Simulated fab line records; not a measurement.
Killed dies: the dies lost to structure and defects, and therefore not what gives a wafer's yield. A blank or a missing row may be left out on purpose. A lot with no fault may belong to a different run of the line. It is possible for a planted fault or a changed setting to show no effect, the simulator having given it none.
Chamber matching -- flow n5Finfet -- 3 sister chambers for N5_BEOL_M5_DEP_56 on pecvd-03
The step deposits SiCN from 3MS/NH3, target thk 8 nm, time 14 s. 3 wafers are shown with their chamber, then 10 later ones without.

WAFERS PAIRED WITH THEIR CHAMBERS
wafer,chamber,throttleValvePct (%)
L086.4,2,8.7
L089.2,1,9.4
L089.3,0,8.4

WAFERS WITHOUT THEIR CHAMBER
wafer,throttleValvePct (%)
L089.5,9.6
L092.1,8.6
L092.2,9.2
L092.3,8.7
L093.2,8.5
L093.3,9.1
L093.4,8.3
L095.2,8.4
L095.3,8.7
L095.4,8.5

EACH ONE'S CHAMBER
wafer,from the rows above,in truth
L089.5,1,1
L092.1,can't be placed: 2 or 0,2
L092.2,1,1
L092.3,2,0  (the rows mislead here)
L093.2,can't be placed: 0 or 2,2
L093.3,can't be placed: 1 or 2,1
L093.4,0,0
L095.2,0,0
L095.3,2,2
L095.4,can't be placed: 0 or 2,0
Correct placement for 5 of the 10. Unplaceable from these rows: 4, with the true chamber sitting among the candidates in 4. Placed wrongly: 1.
How it was worked out, from the rows above alone: a wafer's distance from a chamber is the root of the sum, over the readings, of the square of ((its reading less the chamber's mean) divided by the reading's scatter). If the next closest chamber is less than 2 further off than the closest, the wafer can't be placed; otherwise it belongs to the closest. Each chamber's mean is taken over the wafers shown for it. The scatter: root of mean squared gap, hidden wafer to nearest shown wafer, with one shown wafer a chamber.
